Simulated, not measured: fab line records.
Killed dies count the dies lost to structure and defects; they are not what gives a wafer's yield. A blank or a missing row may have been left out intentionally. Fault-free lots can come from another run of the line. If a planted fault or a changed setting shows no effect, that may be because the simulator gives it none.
Matching of chambers    flow n5Finfet    4 sister chambers for N5_BEOL_M0_SAQP_ALD_48 on aldSin-02
The step deposits SiO2, target thk 20 nm, pulse time 1 s, co reactant pulse time 1 s. 18 wafers are shown with their chamber, then 9 later ones without.

== WAFERS, EACH WITH ITS CHAMBER ==
wafer   chamber  heaterPowerW (W)  precursorPulseHeightRel
L076.1  0        70                1.001
L076.4  1        78                1.001
L076.6  2        81                1.015
L078.1  0        71                0.971
L078.2  1        81                0.991
L078.5  0        72                0.987
L083.2  1        82                1.008
L083.5  2        81                0.955
L083.6  1        79                0.952
L084.1  1        80                0.959
L084.3  3        72                0.983
L084.4  0        70                0.961
L085.1  2        80                0.997
L085.4  1        78                0.970
L085.6  2        80                0.975
L087.1  0        70                0.995
L087.4  1        78                1.000
L087.5  1        79                0.988

SIGNATURES (averages over the wafers above)
reading                  chamber 0  chamber 1  chamber 2  chamber 3  scatter within a chamber
heaterPowerW             70.60      79.38      80.50      72.00      1.2
precursorPulseHeightRel  0.98300    0.98362    0.98550    0.98300    0.021
Rule: for a wafer and a chamber, the distance is found by dividing, reading by reading, the gap between the wafer's reading and the chamber's mean by the reading's scatter, squaring, summing and taking the root. If the next closest chamber is less than 2 further off than the closest, the wafer can't be placed; otherwise it belongs to the closest. The scatter: the root of (the sum of the squares of (reading less its chamber's mean) over the shown wafers, divided by (wafers less chambers)).

== WAFERS WITHOUT THEIR CHAMBER ==
wafer   heaterPowerW (W)  precursorPulseHeightRel
L090.1  78                1.001
L090.2  69                1.011
L090.5  82                0.986
L091.2  71                0.962
L091.3  70                1.005
L091.6  70                0.985
L096.1  71                0.990
L096.3  80                0.986
L096.5  70                0.990

== THE CHAMBER EACH PASSED THROUGH ==
wafer   from the rows above      in truth
L090.1  can't be placed: 1 or 2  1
L090.2  can't be placed: 0 or 3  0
L090.5  can't be placed: 2 or 1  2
L091.2  can't be placed: 0 or 3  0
L091.3  can't be placed: 0 or 3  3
L091.6  can't be placed: 0 or 3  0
L096.1  can't be placed: 0 or 3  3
L096.3  can't be placed: 2 or 1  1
L096.5  can't be placed: 0 or 3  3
0 of 9 placed correctly. From these rows, 9 cannot be placed; in 9 the true chamber is one of the candidates. Placed wrongly: 0.
